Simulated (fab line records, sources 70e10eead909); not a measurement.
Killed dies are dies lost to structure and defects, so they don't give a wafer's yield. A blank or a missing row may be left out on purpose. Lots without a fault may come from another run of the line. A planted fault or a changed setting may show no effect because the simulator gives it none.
fab line records | flow nand_harc
record lots=14 wafers=42 last_day=24
route steps=1159 shown A_CONTACT@843 THIN_TSV@1119 END@1159
lots that met no fault: from a run of the same line without faults
start_h: hours from the record's first day to the start of the lot's first wafer shown | wait_h: hours since the lot's step before | " the same as in the row above | L1.1+2: a row that stands for several wafers | - no value, or no start given | * or withheld: withheld | < > ~ a bound
route shown NAME@n: a module of which the file shows steps, and the number in the route of the first | usual: mean/standard deviation of fault-free wafers | same: alike in all rows | chamber/n: place in a boat | sites: the reading at each site | _std_site: their standard deviation | _edge_site: outer sites' mean less inner sites' | radius_mm: how far each site lies from the wafer's centre | mask NAME#n: copy n | behind: the tool/chamber that last shaped the wafer | hold: why the lot was held/for how many hours/how that ended | device: the transistor (n, p or np) that didn't switch | end of line: the same wafers' tests at the end of the route | a step without rows: its recipe alone | killed: dies lost to structure and defects at the first sort, not the wafer's yield | map: a wafer's dies, x killed, . not, _ none there
set.NAME: the setting as run; set.NAME@STEP: as run at that earlier step | model.NAME: the simulator's own value behind a step, which no gauge read
steps of the route over a sample of lots; a table a step, a row a wafer
services: from which hour (start_h, from the record's first day; less than 0 if before it) a tool's chamber was out of use, for how many hours, and why
## steps
# step NHARC_A_CONTACT_DEP_29
# recipe target_thk_a=700 target_thk_nm=70 temp_c=400 pressure_torr=3.5 flow_sccm=200 rf_w=350 material=SiON
# usual heater_power_w=776/100
# columns lot.wafer tool chamber start_h wait_h heater_power_w
L625.1 pecvd-04 2 368.60 1.9 896
L625.2 " 0 " " 555
L625.4 " 0 " " 577
L629.1 pecvd-03 1 379.41 2.0 800
L629.5 " 1 " " 789
L629.4 " 2 " " 800
L627.2 pecvd-02 2 383.88 1.5 826
L627.3 " 0 " " 698
L627.4 " 2 " " 859
L630.3 pecvd-04 2 395.11 1.1 887
L630.5 " 1 " " 813
L630.6 " 2 " " 889
L628.2 pecvd-02 2 409.31 1.6 804
L628.4 " 1 " " 716
L628.5 " 2 " " 795
L634.2 pecvd-04 0 449.54 1.5 654
L634.1 " 2 " " 837
L634.5 " 1 " " 860
L637.2 pecvd-04 0 451.42 1.6 646
L637.1 " 1 " " 879
L637.3 " 2 " " 773
L638.3 pecvd-04 2 460.70 1.1 882
L638.2 " 0 " " 626
L638.6 " 0 " " 607
L642.2 pecvd-02 1 461.03 1.6 759
L642.4 " 0 " " 724
L642.5 " 1 " " 754
L640.3 pecvd-02 0 466.86 1.3 722
L640.2 " 1 " " 636
L640.6 " 1 " " 651
L641.3 pecvd-03 0 472.52 1.2 853
L641.4 " 1 " " 804
L641.6 " 0 " " 825
L643.2 pecvd-02 1 482.46 1.5 774
L643.3 " 0 " " 669
L643.5 " 1 " " 763
L644.1 pecvd-03 1 498.66 1.9 825
L644.4 " 0 " " 831
L644.6 " 1 " " 811
L645.1 pecvd-02 0 504.67 1.9 693
L645.4 " 2 " " 938
L645.6 " 0 " " 694
# step NHARC_THIN_TSV_ETCH_44
# recipe target_depth_a=15942 time_s=797.1 cf4_flow_sccm=150 o2_flow_sccm=10 ar_flow_sccm=0 rf_w=300 bias_w=800 chemistry=CF4/O2
# usual cf4_flow_sccm=150.1/0.46 drypump_motor_current_A=5.6/0.36 oes_product_au=0.995/0.011 rf_vpp_V=794/5.1 showerhead_plenum_p_Torr=1.83/0.082 throttle_valve_pct=16.914/0.0086
# columns lot.wafer tool chamber start_h wait_h cf4_flow_sccm drypump_motor_current_A oes_product_au rf_hours_counter_h rf_vpp_V showerhead_plenum_p_Torr throttle_valve_pct
L625.4 rie_diel-11 2 426.77 0.1 150.9 5.6 0.979 5 791 1.75 16.920
L625.2 " 3 " " 150.2 5.9 0.995 7 792 1.78 16.914
L625.1 " 0 " " 150.3 5.4 0.987 6 788 1.74 16.919
L627.3 rie_diel-12 2 433.51 0.1 150.4 6.6 1.016 3 798 1.91 16.918
L627.2 " 3 " " 150.8 6.2 1.007 3 802 1.95 16.916
L627.4 " 0 " " 150.1 5.6 1.009 3 790 1.75 16.921
L629.1 rie_diel-12 0 434.56 0.1 150.1 5.7 0.994 3 789 1.75 16.927
L629.4 " 2 " " 151.5 6.7 1.014 3 798 1.91 16.919
L629.5 " 0 " " 150.2 5.6 1.001 - 790 1.75 16.903
L630.3 rie_diel-11 3 453.74 0.2 150.1 5.9 1.007 8 791 1.78 16.914
L630.5 " 0 " " 150.1 5.4 1.004 - 789 1.74 16.901
L630.6 " 1 " " 149.4 5.5 0.998 - 793 1.82 16.906
L628.2 rie_diel-12 1 464.09 0.1 149.8 5.8 0.999 5 787 1.71 16.902
L628.4 " 3 " " 150.0 6.1 1.004 5 801 1.95 16.920
L628.5 " 2 " " 150.1 6.6 1.007 - 799 1.91 16.902
L642.4 rie_diel-06 2 518.44 0.1 150.0 5.4 0.984 6 792 1.80 16.913
L642.2 " 3 " " 150.4 5.4 0.980 7 801 1.92 16.917
L642.5 " 1 " " 149.3 5.8 0.989 - 803 1.96 16.916
L640.2 rie_diel-12 0 530.55 0.1 150.6 5.7 1.013 9 788 1.75 16.914
L640.3 " 1 " " 150.0 5.8 1.008 10 787 1.71 16.903
L640.6 " 3 " " 149.8 6.2 0.993 - 802 1.95 16.923
L641.3 rie_diel-06 2 534.20 0.1 150.6 5.4 0.979 8 793 1.80 16.914
L641.4 " 0 " " 150.8 5.2 1.002 7 797 1.88 16.912
L641.6 " 1 " " 150.3 5.9 0.991 - 803 1.96 16.911
L643.2 rie_diel-11 0 540.74 0.1 150.8 5.4 1.001 19 790 1.74 16.908
L643.3 " 1 " " 150.2 5.5 0.999 20 793 1.82 16.908
L643.5 " 3 " " 150.2 5.9 0.999 - 790 1.78 16.918
L644.1 rie_diel-06 2 552.18 0.1 150.2 5.4 0.982 9 794 1.80 16.911
L644.4 " 1 " " 150.0 5.8 0.986 8 802 1.96 16.909
L644.6 " 3 " " 149.8 5.4 0.984 - 800 1.92 16.913
L645.1 rie_diel-06 3 559.33 0.2 150.3 5.4 0.981 9 800 1.92 16.900
L645.4 " 0 " " 150.6 5.2 0.997 8 799 1.88 16.918
L645.6 " 1 " " 149.5 5.8 1.001 - 801 1.96 16.891
# step NHARC_THIN_TSV_CD_MEAS_33
# recipe target_cd_nm=5000 landing_energy_ev=500
# usual cd_nm=5000.8/2.1
# columns lot.wafer tool chamber start_h wait_h cd_nm
L625.1 cd_sem-02 0 433.00 - 5001.7
L625.2 " 0 " " 4999.2
L625.4 " 0 " " 4999.2
L627.2 cd_sem-03 0 439.28 - 5001.3
L627.3 " 0 " " 5002.5
L627.4 " 0 " " 5000.2
L629.1 cd_sem-03 0 440.71 - 5001.5
L629.4 " 0 " " 5000.3
L629.5 " 0 " " 4998.1
L630.3 cd_sem-02 0 459.34 - 5001.5
L630.5 " 0 " " 5000.5
L630.6 " 0 " " 5000.4
L628.2 cd_sem-03 0 470.65 - 4996.9
L628.4 " 0 " " 5001.1
L628.5 " 0 " " 4999.8
L642.2 cd_sem-01 0 524.02 - 5000.3
L642.4 " 0 " " 5000.2
L642.5 " 0 " " 5000.8
L640.2 cd_sem-02 0 536.37 - 5000.0
L640.3 " 0 " " 4999.7
L640.6 " 0 " " 4999.1
L641.3 cd_sem-03 0 539.84 - 4999.6
L641.4 " 0 " " 5006.2
L641.6 " 0 " " 5004.6
L643.2 cd_sem-03 0 547.40 - 4999.5
L643.3 " 0 " " 5002.3
L643.5 " 0 " " 4998.5
L644.1 cd_sem-01 0 558.01 - 4998.0
L644.4 " 0 " " 5001.0
L644.6 " 0 " " 5000.0
L645.1 cd_sem-02 0 565.16 - 4999.2
L645.4 " 0 " " 5000.2
L645.6 " 0 " " 5002.0
# step NHARC_THIN_TSV_STRIP_56
# recipe power_w=1500 temp_c=250 chemistry=O2
# usual drypump_motor_current_A=5.4/0.39 heater_power_w=367/30
# columns lot.wafer tool chamber start_h wait_h drypump_motor_current_A heater_power_w rf_hours_counter_h
L625.1 plasma_asher-02 0 433.65 0.1 6.1 375 20
L625.2 " 1 " " 5.2 398 20
L625.4 " 0 " " 6.1 377 -
L627.2 plasma_asher-01 0 439.98 0.1 5.4 371 54
L627.3 " 1 " " 5.1 321 -
L627.4 " 0 " " 5.3 367 -
L629.1 plasma_asher-01 1 441.41 0.1 5.1 318 54
L629.4 " 0 " " 5.3 375 -
L629.5 " 0 " " 5.3 360 -
L630.3 plasma_asher-01 0 460.12 0.2 5.4 371 -
L630.5 " 1 " " 5.1 330 -
L630.6 " 0 " " 5.4 375 -
L628.2 plasma_asher-02 0 471.30 0.1 6.1 372 35
L628.4 " 0 " " 6.1 378 -
L628.5 " 0 " " 6.1 374 -
L642.2 plasma_asher-01 0 524.66 0.1 5.3 384 20
L642.4 " 1 " " 5.1 331 -
L642.5 " 1 " " 5.1 318 -
L640.2 plasma_asher-02 1 537.06 0.1 5.2 407 55
L640.3 " 1 " " 5.2 400 -
L640.6 " 0 " " 6.1 377 -
L641.3 plasma_asher-01 1 540.57 0.2 5.1 326 -
L641.4 " 0 " " 5.3 377 -
L641.6 " 1 " " 5.1 330 -
L643.2 plasma_asher-01 0 548.09 0.1 5.3 380 31
L643.3 " 1 " " 5.1 323 -
L643.5 " 1 " " 5.1 322 -
L644.1 plasma_asher-01 1 558.74 0.2 5.1 327 35
L644.4 " 1 " " 5.1 322 -
L644.6 " 0 " " 5.4 375 -
L645.1 plasma_asher-01 0 565.80 0.1 5.3 381 37
L645.4 " 0 " " 5.4 386 -
L645.6 " 0 " " 5.4 373 -
# step NHARC_END_SORT_01
# recipe temp_c=25
# usual killed_at_array=28/11 killed_at_other=0.6/0.85 killed_at_periphery=2.8/2.3 killed_dies=31/11 killed_open=3.1/1.6 killed_short=2.0/1.4
# same gross_dies=677
# columns lot.wafer tool chamber start_h wait_h hold killed_at_array killed_at_other killed_at_periphery killed_dies killed_open killed_short
L625.1 prober-01 0 443.60 2.5 - 26 1 2 29 4 2
L625.2 prober-01 0 444.42 2.8 - 22 0 4 26 3 2
L625.4 prober-01 0 446.04 3.4 - 24 0 1 25 4 0
L629.1 prober-01 0 451.52 2.5 - 22 1 5 28 5 3
L629.4 prober-01 0 453.91 3.4 - 28 0 2 30 2 2
L629.5 prober-01 0 454.71 3.7 - 27 0 3 30 4 3
L627.2 prober-01 0 460.11 2.8 - 28 1 1 30 3 0
L627.3 prober-01 0 460.90 3.1 - 31 1 3 35 4 1
L627.4 prober-01 0 461.69 3.4 - 34 0 0 34 5 0
L630.3 prober-02 0 469.62 3.1 - 12 1 3 16 4 3
L630.5 prober-02 0 471.22 3.7 - 12 0 6 18 5 0
L630.6 prober-02 0 472.01 4.0 - 11 1 1 13 2 1
L628.2 prober-02 0 480.40 2.8 - 36 0 4 40 5 4
L628.4 prober-02 0 482.00 3.4 - 43 0 2 45 2 2
L628.5 prober-02 0 482.79 3.7 - 32 0 1 33 2 2
L634.1 prober-01 0 515.53 2.5 await_dispo/5.2h/scrap 670 1 6 677 3 0
L634.2 prober-01 0 516.32 2.8 await_dispo/5.2h/scrap 675 0 2 677 3 1
L634.5 prober-01 0 518.71 3.7 await_dispo/5.2h/scrap 674 2 1 677 4 2
L637.1 prober-02 0 523.32 2.5 await_dispo/2.2h/scrap 676 0 1 677 2 2
L637.2 prober-02 0 524.12 2.8 await_dispo/2.2h/scrap 676 0 1 677 3 4
L637.3 prober-02 0 524.92 3.1 await_dispo/2.2h/scrap 675 0 2 677 2 3
L642.2 prober-02 0 532.55 2.8 - 46 0 6 52 4 2
L642.4 prober-02 0 534.12 3.3 - 28 0 8 36 2 1
L642.5 prober-02 0 534.90 3.6 - 33 0 5 38 5 3
L638.2 prober-01 0 532.58 2.8 await_dispo/2.7h/scrap 677 0 0 677 3 2
L638.3 prober-01 0 533.38 3.1 await_dispo/2.7h/scrap 675 1 1 677 2 0
L638.6 prober-01 0 535.77 4.0 await_dispo/2.7h/scrap 676 1 0 677 0 3
L640.2 prober-01 0 544.60 2.8 - 28 2 6 36 2 2
L640.3 prober-01 0 545.41 3.1 - 38 0 4 42 4 2
L640.6 prober-01 0 547.82 4.0 - 20 1 7 28 3 3
L641.3 prober-02 0 553.13 3.1 - 12 0 5 17 3 2
L641.4 prober-02 0 553.92 3.4 - 13 0 4 17 4 3
L641.6 prober-02 0 555.52 4.0 - 11 0 6 17 7 1
L643.2 prober-01 0 557.13 2.8 - 51 0 4 55 5 1
L643.3 prober-01 0 557.93 3.1 - 41 0 3 44 4 0
L643.5 prober-01 0 559.52 3.7 - 45 0 4 49 3 1
L644.1 prober-02 0 567.15 2.5 - 18 1 4 23 6 1
L644.4 prober-02 0 569.54 3.4 - 22 0 1 23 1 3
L644.6 prober-02 0 571.13 4.0 - 18 1 1 20 3 1
L645.1 prober-01 0 580.69 2.5 - 50 0 4 54 3 1
L645.4 prober-01 0 583.09 3.4 - 50 1 3 54 3 3
L645.6 prober-01 0 584.70 4.0 - 49 1 0 50 1 1
# killed by level:class
L625.1 A_SLIT:chamber_film_flake=10 A_CHANNEL_HOLE_D1:chamber_film_flake=4 A_WL_FILL:chamber_film_flake=4 A_CONTACT:geometric_particle:open=2 A_CONTACT:chamber_film_flake=2 P_M0:geometric_particle:open=1 P_M2:geometric_particle:short=1 A_CHANNEL_FILL_D1:geometric_particle:open=1
L625.2 A_SLIT:chamber_film_flake=9 P_M1:chamber_film_flake=3 A_WL_FILL:chamber_film_flake=3 A_M1:geometric_particle:open=2 A_STAIRCASE:chamber_film_flake=2 A_SOURCE_PLATE:geometric_particle:short=1 A_CONTACT:geometric_particle:short=1 A_M0:geometric_particle:open=1
L625.4 A_SLIT:chamber_film_flake=9 A_CHANNEL_HOLE_D1:chamber_film_flake=4 A_STAIRCASE:chamber_film_flake=3 A_ONON_D1:geometric_particle:open=2 A_M1:chamber_film_flake=2 A_SOURCE_PLATE:geometric_particle:open=1 A_CONTACT:geometric_particle:open=1 P_M1:chamber_film_flake=1
L629.1 A_SLIT:chamber_film_flake=6 P_M0:geometric_particle:open=3 A_CHANNEL_HOLE_D1:chamber_film_flake=3 A_BONDPAD:chamber_film_flake=3 A_WL_FILL:geometric_particle:short=2 A_ZERO_WELL:chamber_film_flake=2 A_STAIRCASE:chamber_film_flake=2 P_CONTACT:geometric_particle:short=1
L629.4 A_SLIT:chamber_film_flake=14 A_CHANNEL_HOLE_D1:chamber_film_flake=3 A_WL_FILL:chamber_film_flake=3 A_BONDPAD:chamber_film_flake=3 P_M0:geometric_particle:open=1 A_WL_FILL:geometric_particle:short=1 A_CONTACT:geometric_particle:open=1 A_M0:geometric_particle:short=1
L629.5 A_SLIT:chamber_film_flake=10 A_CHANNEL_HOLE_D1:chamber_film_flake=4 A_BONDPAD:chamber_film_flake=3 P_M0:geometric_particle:open=2 A_STAIRCASE:chamber_film_flake=2 A_ONON_D1:geometric_particle:short=1 A_CHANNEL_FILL_D1:geometric_particle:open=1 A_WL_FILL:geometric_particle:open=1
L627.2 A_SLIT:chamber_film_flake=14 A_CHANNEL_HOLE_D1:chamber_film_flake=9 A_SGD_CUT:geometric_particle:open=1 A_CONTACT:geometric_particle:open=1 A_M0:geometric_particle:open=1 P_CONTACT:chamber_film_flake=1 A_STAIRCASE:chamber_film_flake=1 A_CONTACT:chamber_film_flake=1
L627.3 A_CHANNEL_HOLE_D1:chamber_film_flake=12 A_SLIT:chamber_film_flake=7 A_STAIRCASE:chamber_film_flake=3 A_ONON_D1:geometric_particle:open=2 P_CONTACT:chamber_film_flake=2 A_WL_FILL:chamber_film_flake=2 A_CONTACT:chamber_film_flake=2 A_CHANNEL_FILL_D1:geometric_particle:open=1
L627.4 A_CHANNEL_HOLE_D1:chamber_film_flake=16 A_SLIT:chamber_film_flake=7 A_CONTACT:chamber_film_flake=3 A_CONTACT:geometric_particle:open=2 A_STAIRCASE:chamber_film_flake=2 A_ONON_D1:geometric_particle:open=1 A_CHANNEL_FILL_D1:geometric_particle:open=1 A_BLC:geometric_particle:open=1
L630.3 A_CHANNEL_HOLE_D1:chamber_film_flake=4 A_M1:geometric_particle:open=2 A_CONTACT:chamber_film_flake=2 P_GATE:geometric_particle:short=1 A_ONON_D1:geometric_particle:short=1 A_CONTACT:geometric_particle:open=1 A_BLC:geometric_particle:short=1 A_M0:geometric_particle:open=1
L630.5 A_STAIRCASE:chamber_film_flake=4 A_CHANNEL_HOLE_D1:chamber_film_flake=3 P_CONTACT:geometric_particle:open=2 P_GATE:chamber_film_flake=2 A_CONTACT:chamber_film_flake=2 P_M0:geometric_particle:open=1 P_M2:geometric_particle:open=1 A_CONTACT:geometric_particle:open=1
L630.6 A_STAIRCASE:chamber_film_flake=4 A_CHANNEL_HOLE_D1:chamber_film_flake=2 A_CONTACT:chamber_film_flake=2 P_CONTACT:geometric_particle:open=1 A_WL_FILL:geometric_particle:short=1 A_WL_FILL:geometric_particle:open=1 A_SLIT:chamber_film_flake=1 THIN_TSV:chamber_film_flake=1
L628.2 A_SLIT:chamber_film_flake=12 A_CHANNEL_HOLE_D1:chamber_film_flake=10 A_CONTACT:chamber_film_flake=4 A_STAIRCASE:chamber_film_flake=3 P_CONTACT:geometric_particle:open=2 P_GATE:chamber_film_flake=2 A_SOURCE_PLATE:geometric_particle:short=1 A_CHANNEL_FILL_D1:geometric_particle:short=1
L628.4 A_SLIT:chamber_film_flake=16 A_CHANNEL_HOLE_D1:chamber_film_flake=15 A_STAIRCASE:chamber_film_flake=4 A_CONTACT:chamber_film_flake=3 A_WL_FILL:geometric_particle:open=2 A_CHANNEL_HOLE_D1:geometric_particle:short=1 A_WL_FILL:geometric_particle:short=1 P_ZERO_WELL:chamber_film_flake=1
L628.5 A_CHANNEL_HOLE_D1:chamber_film_flake=14 A_SLIT:chamber_film_flake=9 A_CONTACT:chamber_film_flake=3 A_STAIRCASE:chamber_film_flake=2 A_CHANNEL_FILL_D1:geometric_particle:short=1 A_SGD_CUT:geometric_particle:open=1 A_SGD_CUT:geometric_particle:short=1 A_WL_FILL:geometric_particle:open=1
L634.1 A_CONTACT:area_dep=655 A_CHANNEL_HOLE_D1:chamber_film_flake=5 A_CONTACT:chamber_film_flake=5 P_M2:chamber_film_flake=4 A_STAIRCASE:chamber_film_flake=3 P_GATE:geometric_particle:open=1 P_M1:geometric_particle:open=1 A_ONON_D1:geometric_particle:open=1
L634.2 A_CONTACT:area_dep=657 A_STAIRCASE:chamber_film_flake=6 A_CONTACT:chamber_film_flake=4 A_CHANNEL_HOLE_D1:chamber_film_flake=3 P_CONTACT:geometric_particle:open=1 A_CHANNEL_FILL_D1:geometric_particle:open=1 A_CHANNEL_FILL_D1:geometric_particle:short=1 A_M0:geometric_particle:open=1
L634.5 A_CONTACT:area_dep=653 A_STAIRCASE:chamber_film_flake=5 A_CHANNEL_HOLE_D1:chamber_film_flake=4 A_CONTACT:chamber_film_flake=3 A_SGD_CUT:geometric_particle:open=2 A_WL_FILL:chamber_film_flake=2 A_CHANNEL_FILL_D1:geometric_particle:short=1 A_CONTACT:geometric_particle:short=1
L637.1 A_CONTACT:area_dep=645 A_CHANNEL_HOLE_D1:chamber_film_flake=11 A_SLIT:chamber_film_flake=9 A_CONTACT:chamber_film_flake=5 A_STAIRCASE:chamber_film_flake=2 A_ONON_D1:geometric_particle:short=1 A_CHANNEL_FILL_D1:geometric_particle:short=1 A_CONTACT:geometric_particle:open=1
L637.2 A_CONTACT:area_dep=628 A_CHANNEL_HOLE_D1:chamber_film_flake=21 A_SLIT:chamber_film_flake=16 A_CONTACT:chamber_film_flake=4 A_CONTACT:geometric_particle:open=2 P_CONTACT:geometric_particle:short=1 A_ONON_D1:geometric_particle:open=1 A_CHANNEL_FILL_D1:geometric_particle:short=1
L637.3 A_CONTACT:area_dep=642 A_CHANNEL_HOLE_D1:chamber_film_flake=11 A_SLIT:chamber_film_flake=10 A_CONTACT:chamber_film_flake=4 A_WL_FILL:geometric_particle:short=3 A_STAIRCASE:chamber_film_flake=3 P_CONTACT:geometric_particle:open=1 A_SOURCE_PLATE:geometric_particle:open=1
L642.2 A_CHANNEL_HOLE_D1:chamber_film_flake=19 A_SLIT:chamber_film_flake=12 A_CONTACT:chamber_film_flake=8 P_ZERO_WELL:chamber_film_flake=4 A_WL_FILL:geometric_particle:open=3 P_M0:geometric_particle:short=1 A_CONTACT:geometric_particle:short=1 A_CONTACT:geometric_particle:open=1
L638.2 A_CONTACT:area_dep=654 A_CHANNEL_HOLE_D1:chamber_film_flake=13 A_STAIRCASE:chamber_film_flake=4 A_ONON_D1:geometric_particle:open=2 A_M0:geometric_particle:short=2 A_BLC:geometric_particle:open=1 A_CONTACT:chamber_film_flake=1
L638.3 A_CONTACT:area_dep=645 A_CHANNEL_HOLE_D1:chamber_film_flake=20 A_STAIRCASE:chamber_film_flake=6 A_CONTACT:chamber_film_flake=3 P_M0:geometric_particle:open=1 A_CONTACT:geometric_particle:open=1 THIN_TSV:chamber_film_flake=1
L642.4 A_SLIT:chamber_film_flake=13 A_CHANNEL_HOLE_D1:chamber_film_flake=11 P_ZERO_WELL:chamber_film_flake=5 A_CONTACT:chamber_film_flake=3 P_STI:geometric_particle:short=1 P_CONTACT:geometric_particle:open=1 A_M0:geometric_particle:open=1 P_STI:chamber_film_flake=1
L642.5 A_CHANNEL_HOLE_D1:chamber_film_flake=16 A_SLIT:chamber_film_flake=10 A_CONTACT:geometric_particle:open=2 P_STI:chamber_film_flake=2 A_CONTACT:chamber_film_flake=2 P_GATE:geometric_particle:open=1 P_GATE:geometric_particle:short=1 P_CONTACT:geometric_particle:open=1
L638.6 A_CONTACT:area_dep=656 A_CHANNEL_HOLE_D1:chamber_film_flake=15 A_CHANNEL_FILL_D1:geometric_particle:short=1 A_M0:geometric_particle:short=1 STARTING-WAFER:geometric_particle:short=1 A_ZERO_WELL:chamber_film_flake=1 A_STAIRCASE:chamber_film_flake=1 A_CONTACT:chamber_film_flake=1
L640.2 A_SLIT:chamber_film_flake=16 A_CONTACT:chamber_film_flake=7 P_ZERO_WELL:chamber_film_flake=5 A_CHANNEL_HOLE_D1:chamber_film_flake=2 THIN_TSV:chamber_film_flake=2 P_M0:geometric_particle:open=1 A_ONON_D1:geometric_particle:short=1 A_CONTACT:geometric_particle:open=1
L640.3 A_CONTACT:chamber_film_flake=14 A_SLIT:chamber_film_flake=11 A_CHANNEL_HOLE_D1:chamber_film_flake=4 P_ZERO_WELL:chamber_film_flake=3 A_STAIRCASE:chamber_film_flake=3 A_BLC:geometric_particle:open=2 P_M2:geometric_particle:open=1 A_SOURCE_PLATE:geometric_particle:short=1
L640.6 A_SLIT:chamber_film_flake=11 P_ZERO_WELL:chamber_film_flake=3 A_WL_FILL:geometric_particle:short=2 A_CHANNEL_HOLE_D1:chamber_film_flake=2 A_CONTACT:chamber_film_flake=2 P_CONTACT:geometric_particle:open=1 P_M2:geometric_particle:open=1 A_CONTACT:geometric_particle:open=1
L641.3 A_CONTACT:chamber_film_flake=4 A_ONON_D1:geometric_particle:open=2 P_BONDPAD:chamber_film_flake=2 A_CHANNEL_HOLE_D1:chamber_film_flake=2 P_M0:geometric_particle:open=1 A_CONTACT:geometric_particle:short=1 A_M1:geometric_particle:short=1 P_STI:chamber_film_flake=1
L641.4 A_CHANNEL_HOLE_D1:chamber_film_flake=6 A_WL_FILL:geometric_particle:short=2 A_CONTACT:chamber_film_flake=2 P_CONTACT:geometric_particle:open=1 P_M0:geometric_particle:open=1 A_CONTACT:geometric_particle:open=1 A_CONTACT:geometric_particle:short=1 A_M0:geometric_particle:open=1
L641.6 A_CHANNEL_HOLE_D1:chamber_film_flake=4 P_STI:chamber_film_flake=3 P_M0:geometric_particle:open=2 P_BONDPAD:geometric_particle:open=1 A_ONON_D1:geometric_particle:short=1 A_ONON_D1:geometric_particle:open=1 A_SGD_CUT:geometric_particle:open=1 A_WL_FILL:geometric_particle:open=1
L643.2 A_CHANNEL_HOLE_D1:chamber_film_flake=24 A_SLIT:chamber_film_flake=19 A_WL_FILL:chamber_film_flake=2 A_CONTACT:chamber_film_flake=2 P_M0:geometric_particle:short=1 P_M0:geometric_particle:open=1 A_CHANNEL_HOLE_D1:geometric_particle:open=1 A_CHANNEL_FILL_D1:geometric_particle:open=1
L643.3 A_SLIT:chamber_film_flake=16 A_CHANNEL_HOLE_D1:chamber_film_flake=13 A_CONTACT:chamber_film_flake=7 P_ZERO_WELL:chamber_film_flake=2 P_M0:geometric_particle:open=1 A_CHANNEL_FILL_D1:geometric_particle:open=1 A_M0:geometric_particle:open=1 A_M1:geometric_particle:open=1
L643.5 A_CHANNEL_HOLE_D1:chamber_film_flake=21 A_SLIT:chamber_film_flake=18 A_CONTACT:chamber_film_flake=3 P_STI:geometric_particle:open=1 P_CONTACT:geometric_particle:open=1 A_SGD_CUT:geometric_particle:open=1 A_M0:geometric_particle:short=1 P_ZERO_WELL:chamber_film_flake=1
L644.1 A_CHANNEL_HOLE_D1:chamber_film_flake=9 A_CONTACT:geometric_particle:open=2 P_STI:chamber_film_flake=2 A_SGD_CUT:chamber_film_flake=2 P_M1:geometric_particle:open=1 A_SOURCE_PLATE:geometric_particle:open=1 A_ONON_D1:geometric_particle:open=1 A_CHANNEL_FILL_D1:geometric_particle:short=1
L644.4 A_CHANNEL_HOLE_D1:chamber_film_flake=12 A_SLIT:chamber_film_flake=3 A_ONON_D1:geometric_particle:short=1 A_CHANNEL_HOLE_D1:geometric_particle:short=1 A_CHANNEL_FILL_D1:geometric_particle:short=1 A_M0:geometric_particle:open=1 P_GATE:chamber_film_flake=1 A_SGD_CUT:chamber_film_flake=1
L644.6 A_CHANNEL_HOLE_D1:chamber_film_flake=6 A_SGD_CUT:chamber_film_flake=4 A_CHANNEL_FILL_D1:geometric_particle:short=1 A_WL_FILL:geometric_particle:open=1 A_CONTACT:geometric_particle:open=1 A_M0:geometric_particle:open=1 P_STI:chamber_film_flake=1 A_SLIT:chamber_film_flake=1
L645.1 A_CHANNEL_HOLE_D1:chamber_film_flake=21 A_SLIT:chamber_film_flake=20 A_CONTACT:chamber_film_flake=5 P_M0:geometric_particle:open=2 A_SGD_CUT:chamber_film_flake=2 P_M0:geometric_particle:short=1 A_SGD_CUT:geometric_particle:open=1 P_STI:chamber_film_flake=1
L645.4 A_CHANNEL_HOLE_D1:chamber_film_flake=20 A_SLIT:chamber_film_flake=15 A_SGD_CUT:chamber_film_flake=3 A_CONTACT:chamber_film_flake=3 A_CHANNEL_FILL_D1:geometric_particle:short=2 A_STAIRCASE:chamber_film_flake=2 A_BONDPAD:chamber_film_flake=2 P_CONTACT:geometric_particle:open=1
L645.6 A_CHANNEL_HOLE_D1:chamber_film_flake=25 A_SLIT:chamber_film_flake=14 A_SGD_CUT:chamber_film_flake=3 A_BONDPAD:chamber_film_flake=2 A_M0:geometric_particle:short=1 A_M1:geometric_particle:open=1 A_CHANNEL_FILL_D1:chamber_film_flake=1 A_STAIRCASE:chamber_film_flake=1
## services
# columns tool chamber start_h hours kind
plasma_asher-02 - 360.58 9.0 pm
rie_diel-11 - 366.98 9.0 pm
rie_diel-12 0 372.53 5.7 repair
pecvd-04 - 376.00 13.0 pm
rie_diel-12 - 379.40 9.0 pm
rie_diel-12 0 389.24 11.2 repair
rie_diel-11 2 391.38 7.8 repair
pecvd-02 - 405.67 0.5 repair
rie_diel-12 2 413.79 5.4 repair
rie_diel-06 - 418.20 9.0 pm
pecvd-03 0 425.95 13.7 repair
rie_diel-06 0 432.96 1.4 repair
rie_diel-06 1 448.11 5.5 repair
plasma_asher-01 - 460.26 9.0 pm
pecvd-03 - 464.41 2.5 repair
plasma_asher-02 - 464.59 0.8 repair
pecvd-03 - 473.55 13.0 pm
rie_diel-11 - 480.10 1.0 repair
pecvd-04 0 497.82 17.5 repair
pecvd-02 - 515.01 13.0 pm
rie_diel-06 3 519.51 2.8 repair
rie_diel-06 0 525.49 6.9 repair
rie_diel-12 - 556.40 9.0 pm
pecvd-04 - 557.00 13.0 pm
## key
first_sign step=NHARC_END_SORT_01 reading=killed_at_array direction=up sigmas=57 usual=28 struck=675
effect step=NHARC_END_SORT_01 reading=killed_dies direction=up sigmas=56 usual=31 struck=677
more_kills_born_at NHARC_A_CONTACT_DEP_29@pecvd-04=5835
met_at NHARC_A_CONTACT_DEP_29
struck_lots L634,L637,L638
later_rows_left_out L634.1,L634.2,L634.5,L637.1,L637.2,L637.3,L638.2,L638.3,L638.6
tester_left_out L634,L637,L638
not_acting_at NHARC_THIN_TSV_ETCH_44,NHARC_THIN_TSV_CD_MEAS_33,NHARC_THIN_TSV_STRIP_56
onset_between 395.11 449.54
fault kind=process_parameter_drift tool=pecvd-04 chamber=- onset_h=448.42 steps=NHARC_A_CONTACT_DEP_29 channel=target_thk_nm offset=42.208 shape=step end_h=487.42 acts_in=these_recipes_only stated=70
# tester_left_out: of these lots the tester's yield and bins aren't shown, on N5 and GAA mostly nor the transistor test; their killed dies are dies lost to structure and defects alone, not to doping, threshold or leakage, so they don't give the yield
# later_rows_left_out: the simulator's readings of these wafers behind a module that went badly wrong aren't trusted and aren't shown, but for the sort
